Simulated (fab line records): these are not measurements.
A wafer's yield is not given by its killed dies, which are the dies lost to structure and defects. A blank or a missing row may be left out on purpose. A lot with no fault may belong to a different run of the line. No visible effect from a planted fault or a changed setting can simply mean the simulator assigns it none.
Matching of chambers    flow n5Finfet    N5_BEOL_M7_CURE_75 on uvCure-03 has 3 sister chambers
The step cures SiCOH lowk, time 120 s. 6 wafers are shown with their chamber, then 10 later ones without.

## WAFERS, EACH WITH ITS CHAMBER
wafer   chamber  wafer_temp_C_max  lampPowerPct (%)
L086.3  0        371.7             52.29
L086.5  0        371.7             52.38
L088.3  2        372.1             52.32
L088.5  2        372.1             52.31
L094.1  1        371.3             52.29
L094.2  1        371.0             52.31

## WAFERS MISSING THEIR CHAMBER
wafer   wafer_temp_C_max  lampPowerPct (%)
L094.3  371.0             52.37
L094.4  371.0             52.34
L094.5  371.3             52.34
L094.6  370.8             52.23
L095.2  372.2             52.28
L095.3  371.8             52.41
L095.5  372.0             52.29
L097.1  371.7             52.27
L097.3  371.5             52.32
L097.5  372.2             52.35

## WHICH CHAMBER EACH WENT THROUGH
wafer    from the rows above       in truth
L094.3   1                         1
L094.4   1                         1
L094.5   can't be placed: 1 or 0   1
L094.6   1                         1
L095.2   2                         2
L095.3   can't be placed: 0 or 2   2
L095.5   can't be placed: 2 or 0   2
L097.1   can't be placed: 0 or 2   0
L097.3   can't be placed: 0 or 1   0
L097.5   2                         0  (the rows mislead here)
Placed correctly: 4 of 10. Cannot be placed on the basis of these rows: 5; the candidates contain the true chamber in 5. 1 placed wrongly.
How it was worked out, from the rows above alone: a wafer's distance from a chamber is the root of the sum, over the readings, of the square of ((its reading less the chamber's mean) divided by the reading's scatter). The wafer belongs to the nearest chamber; if the next one is less than 2 further off, it can't be placed. A chamber's mean is the mean of its shown wafers. The scatter is the square root of a quotient: the sum, over the shown wafers, of each reading's squared deviation from its chamber's mean, divided by wafers minus chambers.
